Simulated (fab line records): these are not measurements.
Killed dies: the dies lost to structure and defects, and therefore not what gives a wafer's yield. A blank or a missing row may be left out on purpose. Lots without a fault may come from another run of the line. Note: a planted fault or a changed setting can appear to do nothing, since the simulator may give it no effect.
Matching of chambers ; flow n5Finfet ; N5_BEOL_M3_CO_CAP_55 on cvdCo-01 has 3 sister chambers
The step material Co, precursor CCTBA/H2, target thk 2 nm, time 102.1 s. 3 wafers are shown with their chamber, then 12 later ones without.

== EACH WAFER AND ITS CHAMBER ==
wafer;chamber;heaterPowerW (W)
L085.1;2;258
L089.4;0;254
L089.6;1;231

== WAFERS WITH NO CHAMBER GIVEN ==
wafer;heaterPowerW (W)
L093.1;250
L093.2;230
L093.6;252
L094.1;250
L094.4;254
L094.5;250
L096.3;254
L096.4;245
L096.6;259
L097.2;226
L097.3;249
L097.5;249

== WHICH CHAMBER EACH WENT THROUGH ==
wafer;from the rows above;in truth
L093.1;can't be placed: 0 or 2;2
L093.2;1;1
L093.6;can't be placed: 0 or 2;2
L094.1;can't be placed: 0 or 2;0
L094.4;can't be placed: 0 or 2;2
L094.5;can't be placed: 0 or 2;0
L096.3;can't be placed: 0 or 2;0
L096.4;can't be placed: 0 or 2 or 1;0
L096.6;can't be placed: 2 or 0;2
L097.2;1;1
L097.3;can't be placed: 0 or 2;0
L097.5;can't be placed: 0 or 2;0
2 of 12 placed correctly. These rows do not allow placing 10 (true chamber among the candidates in 10). 0 placed wrongly.
How it was worked out, from the rows above alone: a wafer's distance from a chamber is the root of the sum, over the readings, of the square of ((its reading less the chamber's mean) divided by the reading's scatter). The wafer belongs to the nearest chamber; if the next one is less than 2 further off, it can't be placed. The mean given for a chamber averages the wafers shown for that chamber. The scatter: root of mean squared gap, hidden wafer to nearest shown wafer, with one shown wafer a chamber.
